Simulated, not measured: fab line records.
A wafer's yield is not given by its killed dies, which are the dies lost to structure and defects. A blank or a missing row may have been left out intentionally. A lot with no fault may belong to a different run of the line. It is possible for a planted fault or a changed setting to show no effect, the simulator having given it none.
Matching of chambers ; flow nand harc ; NHARC_HYBRID_BOND_ACTIVATE_00 on rie diel-07 has 4 sister chambers
The step chemistry N2, time 60 s. 16 wafers are shown with their chamber, then 8 later ones without.

WAFERS PAIRED WITH THEIR CHAMBERS
wafer;chamber;drypump motor current A (A);oes product au (a.u.);rf vpp V (V)
L855.2;0;5.6;1.023;63.9
L855.4;1;5.4;1.003;63.5
L855.5;3;5.9;0.969;65.6
L856.3;2;6.6;1.002;64.2
L856.4;0;5.6;1.016;64.2
L856.6;1;5.4;1.000;63.2
L857.4;2;6.6;0.996;64.1
L857.5;2;6.6;1.003;64.0
L857.6;3;5.9;0.981;62.9
L860.2;1;5.4;1.009;64.5
L860.3;3;5.9;0.994;64.4
L860.4;0;5.5;1.019;63.1
L859.1;2;6.6;0.992;63.8
L859.2;1;5.4;1.000;65.2
L859.6;1;5.4;1.003;64.7
L863.1;2;6.6;0.996;63.9

SIGNATURES (averages over the wafers above)
reading;chamber 0;chamber 1;chamber 2;chamber 3;scatter within a chamber
drypump motor current A;5.567;5.400;6.600;5.900;0.0236
oes product au;1.01933;1.00300;0.99780;0.98133;0.0063
rf vpp V;63.733;64.220;64.000;64.300;0.776
Rule: for a wafer and a chamber, the distance is found by dividing, reading by reading, the gap between the wafer's reading and the chamber's mean by the reading's scatter, squaring, summing and taking the root. The wafer belongs to the nearest chamber; if the next one is less than 2 further off, it can't be placed. The scatter: the root of (the sum of the squares of (reading less its chamber's mean) over the shown wafers, divided by (wafers less chambers)).

WAFERS WHOSE CHAMBER IS MISSING
wafer;drypump motor current A (A);oes product au (a.u.);rf vpp V (V)
L863.2;5.4;0.990;63.8
L863.3;5.5;0.999;64.2
L865.1;6.6;0.997;62.8
L865.2;5.4;0.987;63.9
L865.3;5.5;1.012;64.6
L873.1;5.9;0.993;64.5
L873.5;5.6;1.025;65.6
L873.6;5.9;0.995;64.5

EACH ONE'S CHAMBER
wafer;from the rows above;in truth
L863.2;1;1
L863.3;can't be placed: 1 or 0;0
L865.1;2;2
L865.2;1;1
L865.3;can't be placed: 0 or 1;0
L873.1;3;3
L873.5;0;0
L873.6;3;3
Placed correctly: 6 of 8. Not placeable from these rows: 2 (in 2, the candidates include the true chamber). Placed wrongly: 0.
